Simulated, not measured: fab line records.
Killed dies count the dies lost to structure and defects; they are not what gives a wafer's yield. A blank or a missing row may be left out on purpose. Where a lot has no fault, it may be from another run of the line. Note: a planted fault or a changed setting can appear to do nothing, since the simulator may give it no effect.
The tool behind it: which one? -- flow n5Finfet -- 12 lots with 36 wafers sampled at 5 steps, on a route of 1938 steps

== WHAT THE GAUGES SHOWED, per wafer ==
N5_BEOL_M8_THK_MEAS_01. Usual: M8_ILD_THK typically reads 154.3 nm, with standard deviation 2.
lot,measured,on,M8_ILD_THK (nm),flag
L666,day 9 00:52,filmMetro-01,153.7 156.0 155.0,
L668,day 9 11:23,filmMetro-02,153.7 156.4 156.2,
L669,day 10 02:06,filmMetro-01,152.5 154.9 153.9,
L671,day 10 08:58,filmMetro-01,154.4 156.3 154.9,
L670,day 10 10:22,filmMetro-02,155.0 154.6 156.9,
L672,day 10 13:37,filmMetro-01,152.7 154.8 156.5,
L675,day 11 23:41,filmMetro-02,154.9 153.9 152.7,
L683,day 14 02:38,filmMetro-01,153.2 153.2 153.4,
L684,day 14 03:10,filmMetro-01,154.2 152.7 155.8,
L685,day 14 07:16,filmMetro-02,153.0 152.0 153.2,
L687,day 14 17:29,filmMetro-01,149.7 153.7 154.3,
L688,day 15 12:18,filmMetro-02,155.9 156.5 159.8,

N5_BEOL_M8_CD_MEAS_18: pitch 80 nm, target cd 40 nm. Usual: cdNm 40.0 nm, standard deviation 0.5.
lot,measured,on,cdNm (nm),flag
L666,day 9 01:59,cdSem-02,39.3 40.0 39.9,
L668,day 9 13:32,cdSem-01,39.6 40.1 40.0,
L669,day 10 03:47,cdSem-01,39.9 39.8 40.5,
L671,day 10 11:53,cdSem-02,40.1 39.4 40.2,
L670,day 10 12:30,cdSem-03,40.5 40.0 40.7,
L672,day 10 15:44,cdSem-03,40.0 40.7 40.1,
L675,day 12 03:49,cdSem-03,39.7 39.7 39.5,
L683,day 14 04:35,cdSem-01,40.2 39.4 39.4,
L684,day 14 04:44,cdSem-02,40.1 40.2 39.6,
L685,day 14 09:50,cdSem-01,39.1 39.4 39.5,
L687,day 14 20:34,cdSem-02,39.9 39.5 39.3,
L688,day 15 14:19,cdSem-01,40.2 39.8 40.0,

N5_BEOL_M8_CD_MEAS_28: target cd 40 nm. Usual: cdNm 40.00 nm, standard deviation 0.21.
lot,measured,on,cdNm (nm),flag
L666,day 9 02:26,cdSem-01,40.07 39.64 39.56,
L668,day 9 14:44,cdSem-03,39.75 39.97 39.96,
L669,day 10 05:08,cdSem-02,40.12 39.73 40.31,
L671,day 10 13:41,cdSem-02,40.10 40.00 40.16,
L670,day 10 13:43,cdSem-03,40.09 39.57 40.24,
L672,day 10 17:48,cdSem-01,39.59 39.90 40.51,
L675,day 12 08:17,cdSem-02,40.17 39.89 39.87,
L683,day 14 05:04,cdSem-01,40.30 39.76 40.02,
L684,day 14 05:37,cdSem-03,37.76 37.84 37.71,OFF
L685,day 14 13:20,cdSem-02,38.16 38.57 38.70,OFF
L687,day 14 23:28,cdSem-01,39.84 39.91 39.65,
L688,day 15 16:07,cdSem-01,39.84 39.77 40.26,

N5_BEOL_M8_OVL_MEAS_29. Usual: V7_OVL typically reads 0.1 nm, with standard deviation 0.72.
lot,measured,on,V7_OVL (nm),flag
L666,day 9 02:28,overlay-02,-0.3 -0.4 -0.1,
L668,day 9 14:46,overlay-01,-0.5 0.0 0.1,
L669,day 10 05:10,overlay-01,0.3 0.2 1.1,
L671,day 10 13:43,overlay-02,0.4 0.8 1.1,
L670,day 10 13:45,overlay-01,0.3 -0.6 -0.3,
L672,day 10 17:50,overlay-01,-0.7 -0.4 -0.8,
L675,day 12 08:19,overlay-01,-0.3 -0.3 -1.1,
L683,day 14 05:05,overlay-01,0.7 -0.5 0.6,
L684,day 14 05:39,overlay-01,0.0 0.1 1.0,
L685,day 14 13:22,overlay-01,0.3 -0.2 1.0,
L687,day 14 23:29,overlay-01,-0.7 -1.6 -0.7,
L688,day 15 16:08,overlay-01,-0.1 -0.2 0.8,

== EACH LOT AND THE TOOL THAT RAN IT (in order: tool; ch and the chambers of the sampled wafers; start) ==
lot,N5_BEOL_M8_EXPOSE_25
L666,"euvScanner-01 ch 0, day 9 02:18"
L668,"euvScanner-01 ch 0, day 9 14:37"
L669,"euvScanner-02 ch 0, day 10 05:00"
L671,"euvScanner-01 ch 0, day 10 13:33"
L670,"euvScanner-01 ch 0, day 10 13:35"
L672,"euvScanner-02 ch 0, day 10 17:40"
L675,"euvScanner-02 ch 0, day 12 08:09"
L683,"euvScanner-02 ch 0, day 14 04:56"
L684,"euvScanner-02 ch 0, day 14 05:29"
L685,"euvScanner-02 ch 0, day 14 13:12"
L687,"euvScanner-01 ch 0, day 14 23:20"
L688,"euvScanner-01 ch 0, day 15 15:59"
- N5_BEOL_M8_EXPOSE_25: exposes mask V7, target cd 40 nm.

== WHAT THE TOOLS THEMSELVES READ (means of the sampled wafers that have a number; where no wafer has one, the mark that the record gives instead) ==
N5_BEOL_M8_EXPOSE_25. Usual: exposureDoseMJCm2 42.62, standard deviation 0.21.
lot,tool,exposureDoseMJCm2,flag
L666,euvScanner-01,42.89,
L668,euvScanner-01,42.89,
L669,euvScanner-02,42.46,
L671,euvScanner-01,42.87,
L670,euvScanner-01,42.93,
L672,euvScanner-02,42.43,
L675,euvScanner-02,42.51,
L683,euvScanner-02,42.50,
L684,euvScanner-02,38.69,OFF
L685,euvScanner-02,39.43,OFF
L687,euvScanner-01,42.90,
L688,euvScanner-01,42.89,

== THE ANSWER, worked out from the rows above alone ==
Rule: a lot is off if the mean of its wafers that have a number lies more than 3 standard deviations from the usual mean. Also off: a lot with no number at a reading for which 4 or more lots have one. All remaining lots with rows at the step are treated as sound. First the gauges in route order, then the tools' own readings, where a lot's mean is used as printed above. The first step at which some lot is off is used, and at that step the reading that is off furthest; a lot without a number counts as furthest.
Off, at N5_BEOL_M8_CD_MEAS_28 on cdNm: L684, L685.
A tool fits if, at a process step before that reading, it ran every lot that is off, and no sound lot after the first of them. Not tried: the gauges at N5_BEOL_M8_CD_MEAS_28; whatever is off there is also off at N5_BEOL_M8_EXPOSE_25, on other tools, and gauge error can't account for it. One candidate fits, namely euvScanner-02 at N5_BEOL_M8_EXPOSE_25. Its last sound lot is L683 (day 14 04:56), its first lot that is off L684 (day 14 05:29): a fault that began between those two fits.
On the lots that are off, the tool's own readings at N5_BEOL_M8_EXPOSE_25 differ by more than 5 times the standard deviation of the sound lots' means, which bears it out; exposureDoseMJCm2 reads 39.06 there versus 42.73 on the sound lots.

== WHAT HAD BEEN PUT IN BY THE SIMULATOR ==
Drift in process parameters on euvScanner-02 at N5_BEOL_M8_EXPOSE_25, starting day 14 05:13. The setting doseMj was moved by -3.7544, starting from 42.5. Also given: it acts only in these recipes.
Shown lots that were struck: L684, L685. The rule above reached the same finding.
